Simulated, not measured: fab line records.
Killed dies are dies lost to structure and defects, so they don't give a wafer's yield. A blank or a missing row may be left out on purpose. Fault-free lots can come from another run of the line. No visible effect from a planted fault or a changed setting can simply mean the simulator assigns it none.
fab line records | flow nand-harc
record lots=11 wafers=33 last-day=33
route steps=1302 shown A_M1@1186 END@1302
lots that met no fault: from a run of the same line without faults
start-h: start of the lot's first displayed wafer, in hours after the record's first day | wait-h: hours since the lot's step before | " repeats the value in the row above | L1.1+2: several wafers, shown together as one row | - value missing, or start not given | * or withheld: withheld | < > ~ a bound
route shown NAME@n: a module of which the file shows steps, and the number in the route of the first | usual: mean/standard deviation taken from wafers without a fault | same: alike in all rows | chamber/n: place in a boat | sites: per-site readings | _std_site: the standard deviation of these | _edge_site: outer sites' mean less inner sites' | radius-mm: for every site, how far away it sits from the centre of the wafer | mask NAME#n: copy n | behind: the most recent tool/chamber to have shaped the wafer | hold: what put the lot on hold/how long, in hours/how the hold closed | device: transistor that didn't switch, given as n, p or np | end of line: at the end of the route, the tests of the same wafers | for a step that has no rows: nothing shown but its recipe | killed: dies lost to structure and defects at the first sort, not the wafer's yield | map: a wafer's dies, x killed, . not, _ none there
set.NAME: setting as actually run; set.NAME@STEP: the setting as run at that earlier step | model.NAME: the simulator's own value behind a step, which no gauge read
one table for each step of the route and one row for each wafer, over a sample of lots
services: the hour from which a tool's chamber was out of use, counted from the record's first day as start-h (under 0 if before that day), plus the number of hours and why
## steps
# step NHARC_A_M1_STRIP_18
# recipe power-w=1000 n2-flow-sccm=150 h2-flow-sccm=150 ar-flow-sccm=0 bias-w=0 chemistry=N2/H2
# usual drypump-motor-current-A=6.0/0.44 oes-product-au=0.999/0.0094 rf-vpp-V=90.9/0.87 showerhead-plenum-p-Torr=2.06/0.09 throttle-valve-pct=14.171/0.0092
# same bias-w=0
# columns lot.wafer tool chamber start-h wait-h drypump-motor-current-A oes-product-au rf-hours-counter-h rf-vpp-V showerhead-plenum-p-Torr throttle-valve-pct
L299.4 rie-diel-06 1 525.98 0.1 5.9 0.997 1 90.5 2.15 14.176
L299.1 " 2 " " 6.7 1.004 1 90.9 2.01 14.161
L299.2 " 0 " " 6.1 0.991 1 91.4 1.97 14.183
L302.4 rie-diel-06 0 553.37 0.1 6.1 1.016 3 90.3 1.97 14.171
L302.1 " 2 " " 6.6 0.994 3 90.9 2.01 14.178
L302.6 " 0 " " 6.1 1.012 - 91.1 1.97 14.174
L305.4 rie-diel-04 1 596.11 0.1 5.7 0.997 4 91.5 2.04 14.169
L305.6 " 3 " " 6.1 0.997 - 91.1 2.19 14.188
L305.5 " 0 " " 5.4 0.997 - 92.8 2.14 14.157
L307.2 rie-diel-02 1 608.98 0.1 6.2 1.010 0 91.3 2.18 14.175
L307.4 " 2 " " 6.4 0.999 0 90.0 2.01 14.175
L307.6 " 1 " " 6.2 1.015 - 91.8 2.18 14.171
L306.2 rie-diel-06 2 612.63 0.1 6.6 1.000 6 90.8 2.01 14.149
L306.4 " 1 " " 5.9 0.988 6 90.3 2.14 14.160
L306.5 " 3 " " 5.9 0.989 - 88.6 1.92 14.168
L314.1 rie-diel-06 2 697.83 0.1 6.6 1.001 0 90.9 2.01 14.166
L314.6 " 3 " " 5.9 1.008 - 90.9 1.92 14.171
L314.5 " 0 " " 6.1 0.988 - 90.9 1.97 14.155
L315.4 rie-diel-04 2 703.02 0.1 5.0 0.983 12 91.7 2.13 14.165
L315.2 " 0 " " 5.4 0.992 11 91.5 2.13 14.170
L315.6 " 3 " " 6.1 1.005 - 91.2 2.19 14.173
L317.2 rie-diel-02 2 709.25 0.1 6.4 1.002 3 91.5 2.01 14.170
L317.4 " 3 " " 5.6 1.008 3 91.3 2.11 14.174
L317.1 " 1 " " 6.2 1.018 3 91.9 2.18 14.167
L316.3 rie-diel-06 1 713.92 0.1 5.9 0.995 2 92.3 2.14 14.177
L316.2 " 2 " " 6.6 1.010 1 90.4 2.01 14.186
L316.5 " 2 " " 6.6 1.013 - 91.9 2.01 14.174
L319.3 rie-diel-04 3 736.12 0.1 6.1 1.001 2 91.3 2.19 14.176
L319.5 " 0 " " 5.4 1.003 - 89.6 2.13 14.165
L319.6 " 1 " " 5.7 1.005 - 90.6 2.03 14.180
L321.3 rie-diel-04 0 752.25 0.1 5.4 0.995 2 93.8 2.13 14.172
L321.5 " 1 " " 5.7 1.005 - 90.5 2.03 14.166
L321.6 " 2 " " 5.0 0.998 - 91.3 2.13 14.164
# step NHARC_A_M1_PVD_20
# recipe target-thk-a=50 bias-v=168.6 power-w=15000 chamber-pressure-pa=0.12 time-s=8.06 substrate-temp-c=50 material=TaN
# usual cathode-dc-power-W=15000/2.7 throttle-valve-pct=29.8/0.79
# columns lot.wafer tool chamber start-h wait-h cathode-dc-power-W throttle-valve-pct
L299.1 pvd-sputter-03 - - - 14996 29.0
L299.4 " - " " 15000 29.3
L299.2 " - " " 15001 30.9
L302.1 pvd-sputter-03 - - - 15002 30.0
L302.4 " - " " 15008 29.4
L302.6 " - " " 14997 28.9
L305.4 pvd-sputter-03 - - - 14999 28.9
L305.5 " - " " 15003 29.1
L305.6 " - " " 15000 30.8
L307.4 pvd-sputter-03 - - - 15001 30.0
L307.2 " - " " 15002 28.8
L307.6 " - " " 15002 29.0
L306.4 pvd-sputter-03 - - - 15005 29.0
L306.2 " - " " 15000 31.1
L306.5 " - " " 14998 31.1
L314.1 pvd-sputter-01 - - - 14998 30.0
L314.6 " - " " 15002 30.6
L314.5 " - " " 14998 29.6
L315.2 pvd-sputter-02 - - - 14998 29.0
L315.4 " - " " 15001 30.6
L315.6 " - " " 14997 29.8
L317.2 pvd-sputter-03 - - - 15003 28.6
L317.1 " - " " 14997 29.9
L317.4 " - " " 15004 29.3
L316.3 pvd-sputter-02 - - - 15000 29.9
L316.2 " - " " 14998 29.1
L316.5 " - " " 14999 29.9
L319.3 pvd-sputter-03 - - - 14999 28.0
L319.5 " - " " 15002 28.5
L319.6 " - " " 15004 29.3
L321.3 pvd-sputter-03 - - - 14999 28.0
L321.5 " - " " 15002 28.6
L321.6 " - " " 15001 29.2
# step NHARC_A_M1_PVD_21
# recipe target-thk-a=300 chamber-pressure-pa=5 power-w=5000 substrate-temp-c=30 time-s=20.49 material=Cu
# usual cathode-dc-power-W=5000.0/0.99 throttle-valve-pct=29.7/0.71
# columns lot.wafer tool chamber start-h wait-h cathode-dc-power-W throttle-valve-pct
L299.2 pvd-sputter-03 - - - 5000.7 29.0
L299.1 " - " " 4998.7 30.6
L299.4 " - " " 5000.8 28.9
L302.1 pvd-sputter-03 - - - 5000.1 29.5
L302.4 " - " " 5000.4 29.0
L302.6 " - " " 4999.0 30.9
L305.4 pvd-sputter-03 - - - 5000.0 30.8
L305.6 " - " " 4999.5 28.5
L305.5 " - " " 4999.2 29.9
L307.2 pvd-sputter-03 - - - 5000.3 29.6
L307.4 " - " " 5000.9 29.1
L307.6 " - " " 4999.5 29.4
L306.4 pvd-sputter-03 - - - 4998.9 29.8
L306.2 " - " " 5000.6 30.8
L306.5 " - " " 5000.7 29.0
L314.1 pvd-sputter-01 - - - 4998.5 30.9
L314.5 " - " " 5000.4 29.2
L314.6 " - " " 4998.9 29.8
L315.2 pvd-sputter-02 - - - 5000.7 28.9
L315.4 " - " " 5001.2 30.7
L315.6 " - " " 5001.5 29.0
L317.2 pvd-sputter-03 - - - 4999.5 28.7
L317.4 " - " " 4999.6 29.2
L317.1 " - " " 5001.3 31.2
L316.3 pvd-sputter-02 - - - 5000.9 30.1
L316.2 " - " " 5001.1 29.1
L316.5 " - " " 5000.6 30.1
L319.3 pvd-sputter-03 - - - 4998.6 30.2
L319.6 " - " " 4999.1 30.2
L319.5 " - " " 5000.2 28.8
L321.3 pvd-sputter-03 - - - 5000.4 29.1
L321.6 " - " " 4998.3 30.3
L321.5 " - " " 4998.6 28.7
# step NHARC_A_M1_ECD_22
# recipe target-thk-a=4000 bath-temp-c=25 material=Cu
# usual bath-heat-duty-pct=6.2/0.52
# columns lot.wafer tool chamber start-h wait-h bath-heat-duty-pct
L299.1 ecd-cu-02 0 526.98 - 7.6
L299.2 " 1 " " 6.1
L299.4 " 1 " " 5.5
L302.1 ecd-cu-01 1 554.39 - 6.5
L302.4 " 1 " " 6.2
L302.6 " 0 " " 6.8
L305.4 ecd-cu-01 1 597.21 - 6.2
L305.6 " 0 " " 5.8
L305.5 " 1 " " 5.3
L307.2 ecd-cu-01 1 610.03 - 6.3
L307.4 " 1 " " 5.9
L307.6 " 0 " " 6.6
L306.2 ecd-cu-01 0 613.64 - 6.6
L306.4 " 1 " " 6.0
L306.5 " 1 " " 5.6
L314.1 ecd-cu-01 0 698.76 - 6.1
L314.5 " 0 " " 7.0
L314.6 " 1 " " 6.1
L315.2 ecd-cu-01 0 704.02 - 6.7
L315.4 " 0 " " 6.1
L315.6 " 1 " " 6.5
L317.1 ecd-cu-01 0 710.26 - 7.2
L317.2 " 1 " " 5.9
L317.4 " 0 " " 7.6
L316.2 ecd-cu-02 1 714.94 - 5.5
L316.3 " 1 " " 6.7
L316.5 " 0 " " 6.8
L319.3 ecd-cu-01 1 737.15 - 6.5
L319.5 " 1 " " 5.9
L319.6 " 0 " " 6.7
L321.3 ecd-cu-01 0 753.28 - 6.9
L321.5 " 0 " " 6.1
L321.6 " 1 " " 5.5
# step NHARC_A_M1_CMP_23
# recipe t-overpolish-s=20 target-thk-nm=154.34
# usual motor-current-A=12.0/0.99 time-to-endpoint-s=29.1/2.6
# columns lot.wafer tool chamber start-h wait-h motor-current-A time-to-endpoint-s
L299.1 cmp-03 1 528.00 - 10.5 27.5
L299.2 " 3 " " 11.2 31.8
L299.4 " 0 " " 12.5 30.0
L302.4 cmp-04 1 555.09 - 10.6 24.4
L302.1 " 2 " " 11.8 28.3
L302.6 " 1 " " 11.2 28.6
L305.4 cmp-03 0 597.79 - 12.1 27.6
L305.6 " 0 " " 12.0 42.1
L305.5 " 1 " " 10.5 24.3
L307.4 cmp-04 1 610.69 - 10.6 26.0
L307.2 " 3 " " 10.5 28.2
L307.6 " 1 " " 10.9 42.3
L306.4 cmp-03 0 614.43 - 12.1 30.8
L306.2 " 1 " " 10.7 44.0
L306.5 " 3 " " 12.1 34.7
L314.1 cmp-02 3 699.57 - 13.2 28.7
L314.6 " 0 " " 13.2 30.7
L314.5 " 1 " " 11.5 31.6
L315.4 cmp-03 2 704.74 - 13.2 30.5
L315.2 " 3 " " 12.0 35.0
L315.6 " 2 " " 12.7 29.5
L317.4 cmp-04 2 710.98 - 12.4 30.7
L317.1 " 0 " " 12.0 26.2
L317.2 " 1 " " 11.0 27.1
L316.3 cmp-02 2 715.67 - 11.6 30.9
L316.2 " 3 " " 13.4 24.6
L316.5 " 2 " " 12.4 31.1
L319.3 cmp-04 3 737.85 - 10.6 29.2
L319.6 " 0 " " 11.1 28.3
L319.5 " 1 " " 10.2 29.2
L321.3 cmp-02 3 753.90 - 12.7 28.1
L321.5 " 3 " " 13.4 28.2
L321.6 " 0 " " 12.7 29.3
# step NHARC_END_SORT_01
# recipe temp-c=25
# usual defect-limited-yield=92.0/2.8 killed-at-array=49/18 killed-at-other=0.7/1.1 killed-at-periphery=4.0/2.6 killed-dies=54/19 killed-open=3.4/1.7 killed-short=2.5/1.7 sort_bin_2_pct=2.8/1.2 sort_bin_3_pct=0.6/0.4 sort_bin_4_pct=4.5/1.5 sort-n-pass=623/19 sort-rim-yield-pct=89/4.8 sort-yield-pct=92.0/2.8
# same gross-dies=677 sort_bin_5_pct[%]=0 sort_bin_6_pct[%]=0 sort_bin_7_pct[%]=0 sort_bin_8_pct[%]=0 sort-rim-n-gross=106.00
# columns lot.wafer tool chamber start-h wait-h defect-limited-yield[%] killed-at-array killed-at-other killed-at-periphery killed-dies killed-open killed-short sort_bin_2_pct[%] sort_bin_3_pct[%] sort_bin_4_pct[%] sort-n-pass sort-rim-yield-pct[%] sort-yield-pct[%]
L302.1 prober-02 0 590.31 2.5 90.5 62 0 2 64 3 3 3.4 0.9 5.2 613 88 90.5
L302.4 prober-02 0 592.68 3.4 89.5 66 2 3 71 3 3 3.2 0.7 6.5 606 84 89.5
L302.6 prober-02 0 594.27 4.0 91.1 58 0 2 60 2 2 3.7 0.7 4.4 617 89 91.1
L305.4 prober-02 0 633.08 3.4 88.0 78 2 1 81 3 3 5.0 1.3 5.6 596 80 88.0
L305.5 prober-02 0 633.89 3.7 90.3 60 1 5 66 2 1 3.7 1.0 5.0 611 84 90.3
L305.6 prober-02 0 634.70 4.0 87.7 77 1 5 83 4 1 4.3 2.2 5.8 594 86 87.7
L307.2 prober-01 0 646.21 2.8 93.2 42 3 1 46 1 1 1.6 0.6 4.6 631 94 93.2
L307.4 prober-01 0 647.81 3.4 95.3 26 1 5 32 3 0 1.6 0.1 3.0 645 94 95.3
L307.6 prober-01 0 649.42 4.0 93.6 36 1 6 43 5 2 2.2 0.7 3.4 634 96 93.6
L315.2 prober-01 0 735.81 2.8 88.2 75 0 5 80 5 5 5.0 0.7 6.1 597 86 88.2
L315.4 prober-01 0 737.40 3.4 85.2 93 1 6 100 6 3 6.6 1.5 6.6 577 79 85.2
L315.6 prober-01 0 738.98 4.0 88.6 74 1 2 77 2 4 3.2 0.9 7.2 600 77 88.6
L317.1 prober-01 0 743.69 2.5 96.9 20 0 1 21 0 2 1.3 0 1.8 656 91 96.9
L317.2 prober-01 0 744.49 2.8 95.1 29 0 4 33 4 3 1.3 0.1 3.4 644 93 95.1
L317.4 prober-01 0 746.11 3.4 96.9 19 0 2 21 3 1 1.0 0.1 1.9 656 94 96.9
L316.5 prober-01 0 755.16 3.8 87.9 78 0 4 82 4 0 5.8 0.7 5.6 595 83 87.9
L319.3 prober-02 0 772.32 3.1 91.9 48 4 3 55 3 2 2.5 0.4 5.2 622 91 91.9
L319.5 prober-02 0 773.95 3.8 89.2 65 3 5 73 3 7 3.7 0.7 6.4 604 92 89.2
L319.6 prober-02 0 774.76 4.1 94.2 32 3 4 39 4 1 2.5 0.4 2.8 638 90 94.2
L321.3 prober-01 0 792.16 3.2 96.8 16 1 5 22 4 3 0.9 0 2.4 655 90 96.8
L321.5 prober-01 0 793.78 3.8 96.3 21 0 4 25 3 2 1.3 0.4 1.9 652 92 96.3
L321.6 prober-01 0 794.59 4.1 94.5 32 0 5 37 5 7 1.5 0.3 3.7 640 92 94.5
# killed by level:class
L302.1 A_CHANNEL_HOLE_D1:chamber-film-flake=27 A_CHANNEL_HOLE_D2:chamber-film-flake=16 A_CONTACT:chamber-film-flake=7 P_STI:chamber-film-flake=2 A_DECK1_JOINT:chamber-film-flake=2 A_WL_FILL:chamber-film-flake=2 A_STAIRCASE:chamber-film-flake=1 A_ONON_D1:geometric-particle:open=1
L302.4 A_CHANNEL_HOLE_D1:chamber-film-flake=36 A_CHANNEL_HOLE_D2:chamber-film-flake=14 A_CONTACT:chamber-film-flake=9 A_ONON_D1:geometric-particle:open=2 P_GATE:chamber-film-flake=2 A_CHANNEL_FILL_D1:chamber-film-flake=2 P_M0:geometric-particle:short=1 A_CHANNEL_HOLE_D2:geometric-particle:short=1
L302.6 A_CHANNEL_HOLE_D2:chamber-film-flake=25 A_CHANNEL_HOLE_D1:chamber-film-flake=20 A_CHANNEL_FILL_D1:chamber-film-flake=4 P_STI:chamber-film-flake=2 A_DECK1_JOINT:chamber-film-flake=2 A_CONTACT:chamber-film-flake=2 A_ONON_D2:geometric-particle:short=1 A_ONON_D2:geometric-particle:open=1
L305.4 A_SLIT:chamber-film-flake=31 A_CHANNEL_HOLE_D2:chamber-film-flake=26 A_CHANNEL_HOLE_D1:chamber-film-flake=14 THIN_TSV:chamber-film-flake=2 P_CONTACT:geometric-particle:open=1 A_ONON_D1:geometric-particle:short=1 A_CHANNEL_HOLE_D1:geometric-particle:open=1 A_DECK1_JOINT:geometric-particle:short=1
L305.5 A_CHANNEL_HOLE_D1:chamber-film-flake=22 A_SLIT:chamber-film-flake=21 A_CHANNEL_HOLE_D2:chamber-film-flake=12 P_ZERO_WELL:chamber-film-flake=3 A_BONDPAD:chamber-film-flake=2 P_CONTACT:geometric-particle:open=1 A_DECK1_JOINT:geometric-particle:short=1 A_CHANNEL_FILL_D2:geometric-particle:open=1
L305.6 A_CHANNEL_HOLE_D2:chamber-film-flake=33 A_SLIT:chamber-film-flake=25 A_CHANNEL_HOLE_D1:chamber-film-flake=12 P_M0:geometric-particle:open=2 A_STAIRCASE:chamber-film-flake=2 A_BONDPAD:chamber-film-flake=2 P_M2:geometric-particle:short=1 A_SOURCE_PLATE:geometric-particle:open=1
L307.2 A_CHANNEL_HOLE_D2:chamber-film-flake=15 A_CONTACT:chamber-film-flake=10 A_CHANNEL_FILL_D2:chamber-film-flake=5 A_SLIT:chamber-film-flake=3 THIN_TSV:chamber-film-flake=3 A_CHANNEL_HOLE_D1:chamber-film-flake=2 A_DECK1_JOINT:chamber-film-flake=2 A_STAIRCASE:chamber-film-flake=2
L307.4 A_CHANNEL_HOLE_D2:chamber-film-flake=14 P_GATE:chamber-film-flake=4 A_CHANNEL_HOLE_D1:chamber-film-flake=4 A_CONTACT:chamber-film-flake=4 A_CHANNEL_HOLE_D1:geometric-particle:open=1 A_CHANNEL_HOLE_D2:geometric-particle:open=1 A_M1:geometric-particle:open=1 P_BONDPAD:chamber-film-flake=1
L307.6 A_CHANNEL_HOLE_D2:chamber-film-flake=12 A_CHANNEL_HOLE_D1:chamber-film-flake=5 P_GATE:chamber-film-flake=4 A_CHANNEL_FILL_D2:chamber-film-flake=4 A_STAIRCASE:chamber-film-flake=4 A_CONTACT:chamber-film-flake=3 P_M0:geometric-particle:open=1 A_ONON_D1:geometric-particle:short=1
L315.2 A_CHANNEL_HOLE_D1:chamber-film-flake=35 A_CHANNEL_HOLE_D2:chamber-film-flake=14 A_SLIT:chamber-film-flake=13 A_ONON_D1:geometric-particle:short=3 P_STI:chamber-film-flake=3 A_CONTACT:chamber-film-flake=3 A_CHANNEL_FILL_D1:geometric-particle:open=2 P_CONTACT:geometric-particle:open=1
L315.4 A_CHANNEL_HOLE_D1:chamber-film-flake=44 A_SLIT:chamber-film-flake=26 A_CHANNEL_HOLE_D2:chamber-film-flake=12 A_CONTACT:chamber-film-flake=4 P_STI:chamber-film-flake=3 P_CONTACT:geometric-particle:open=2 P_M0:geometric-particle:open=1 A_ONON_D1:geometric-particle:open=1
L315.6 A_CHANNEL_HOLE_D1:chamber-film-flake=32 A_SLIT:chamber-film-flake=16 A_CHANNEL_HOLE_D2:chamber-film-flake=9 A_CONTACT:chamber-film-flake=6 A_STAIRCASE:chamber-film-flake=2 A_SOURCE_PLATE:geometric-particle:open=1 A_ONON_D1:geometric-particle:open=1 A_CHANNEL_FILL_D1:geometric-particle:short=1
L317.1 A_CHANNEL_HOLE_D1:chamber-film-flake=7 A_SLIT:chamber-film-flake=7 A_STAIRCASE:chamber-film-flake=2 A_ONON_D1:geometric-particle:short=1 A_ONON_D2:geometric-particle:short=1 P_BONDPAD:chamber-film-flake=1 A_WL_FILL:chamber-film-flake=1 A_CONTACT:chamber-film-flake=1
L317.2 A_CHANNEL_HOLE_D1:chamber-film-flake=14 A_SLIT:chamber-film-flake=3 A_WL_FILL:chamber-film-flake=3 P_GATE:chamber-film-flake=2 A_STAIRCASE:chamber-film-flake=2 P_M0:geometric-particle:short=1 A_ONON_D1:geometric-particle:short=1 A_DECK1_JOINT:geometric-particle:short=1
L317.4 A_CHANNEL_HOLE_D1:chamber-film-flake=7 A_SLIT:chamber-film-flake=4 A_STAIRCASE:chamber-film-flake=3 P_CONTACT:geometric-particle:short=1 A_CHANNEL_HOLE_D2:geometric-particle:open=1 A_WL_FILL:geometric-particle:open=1 A_M0:geometric-particle:open=1 P_BONDPAD:chamber-film-flake=1
L316.5 A_CHANNEL_HOLE_D1:chamber-film-flake=33 A_SLIT:chamber-film-flake=18 A_CHANNEL_HOLE_D2:chamber-film-flake=11 A_CONTACT:chamber-film-flake=7 P_ZERO_WELL:chamber-film-flake=3 A_CHANNEL_FILL_D2:chamber-film-flake=2 A_BLC:chamber-film-flake=2 P_M0:geometric-particle:open=1
L319.3 A_CHANNEL_HOLE_D2:chamber-film-flake=14 A_CHANNEL_HOLE_D1:chamber-film-flake=13 A_SLIT:chamber-film-flake=10 A_CONTACT:chamber-film-flake=4 THIN_TSV:chamber-film-flake=4 P_M0:geometric-particle:open=2 A_STAIRCASE:chamber-film-flake=2 P_CONTACT:geometric-particle:short=1
L319.5 A_CHANNEL_HOLE_D2:chamber-film-flake=25 A_CONTACT:chamber-film-flake=11 A_SLIT:chamber-film-flake=11 A_CHANNEL_HOLE_D1:chamber-film-flake=9 THIN_TSV:chamber-film-flake=3 P_M0:geometric-particle:short=2 A_CHANNEL_FILL_D1:geometric-particle:short=2 A_CHANNEL_FILL_D2:geometric-particle:short=2
L319.6 A_CHANNEL_HOLE_D2:chamber-film-flake=14 A_CHANNEL_HOLE_D1:chamber-film-flake=5 A_SLIT:chamber-film-flake=5 A_CONTACT:chamber-film-flake=5 THIN_TSV:chamber-film-flake=3 P_M0:geometric-particle:open=2 P_M0:geometric-particle:short=1 P_M1:geometric-particle:open=1
L321.3 A_CONTACT:chamber-film-flake=5 A_SLIT:chamber-film-flake=4 P_CONTACT:geometric-particle:open=1 P_M2:geometric-particle:short=1 P_BONDPAD:geometric-particle:short=1 A_SOURCE_PLATE:geometric-particle:short=1 A_DECK1_JOINT:geometric-particle:open=1 A_CONTACT:geometric-particle:open=1
L321.5 A_CONTACT:chamber-film-flake=11 A_SLIT:chamber-film-flake=4 P_BONDPAD:chamber-film-flake=2 P_CONTACT:geometric-particle:short=1 A_ONON_D1:geometric-particle:open=1 A_ONON_D1:geometric-particle:short=1 A_CHANNEL_FILL_D1:geometric-particle:open=1 A_CHANNEL_FILL_D2:geometric-particle:open=1
L321.6 A_SLIT:chamber-film-flake=9 A_CONTACT:chamber-film-flake=9 A_CHANNEL_FILL_D1:geometric-particle:open=2 P_BONDPAD:chamber-film-flake=2 A_DECK1_JOINT:chamber-film-flake=2 P_CONTACT:geometric-particle:open=1 P_M0:geometric-particle:short=1 A_CHANNEL_FILL_D1:geometric-particle:short=1
## services
# columns tool chamber start-h hours kind
cmp-04 - 503.00 4.0 pm
ecd-cu-01 - 512.28 8.0 pm
cmp-04 - 522.24 0.9 repair
rie-diel-04 - 531.95 9.0 pm
pvd-sputter-03 - 532.20 10.0 pm
cmp-04 - 535.98 1.9 repair
rie-diel-06 2 544.64 3.0 repair
cmp-03 - 554.00 4.0 pm
cmp-04 - 586.88 2.2 repair
cmp-03 - 595.90 1.5 repair
cmp-04 - 601.00 4.0 pm
rie-diel-06 - 611.86 0.5 repair
rie-diel-04 2 632.46 3.9 repair
pvd-sputter-02 - 638.02 10.0 pm
cmp-03 - 652.00 4.0 pm
rie-diel-06 - 661.58 9.0 pm
rie-diel-04 - 676.21 0.2 repair
pvd-sputter-02 - 677.03 4.9 repair
rie-diel-06 2 684.46 6.3 repair
pvd-sputter-02 - 684.54 4.1 repair
ecd-cu-01 - 688.28 8.0 pm
cmp-04 - 699.00 4.0 pm
pvd-sputter-03 - 701.98 4.9 repair
pvd-sputter-03 - 710.20 10.0 pm
## key
first-sign step=NHARC_A_M1_CMP_23 reading=time-to-endpoint-s direction=up sigmas=5.2 usual=* struck=*
effect none on later readings
met-at NHARC_A_M1_ECD_22
struck-lots L305,L306,L307
struck-wafers L305.6,L306.2,L307.6
not-acting-at NHARC_A_M1_STRIP_18,NHARC_A_M1_PVD_20,NHARC_A_M1_PVD_21
onset-between 554.39 597.21
fault kind=process-parameter-drift tool=ecd-cu-01 chamber=0 onset-h=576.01 steps=NHARC_A_M1_ECD_22 channel=target-thk-a offset=* shape=step end-h=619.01 acts-in=* stated=*
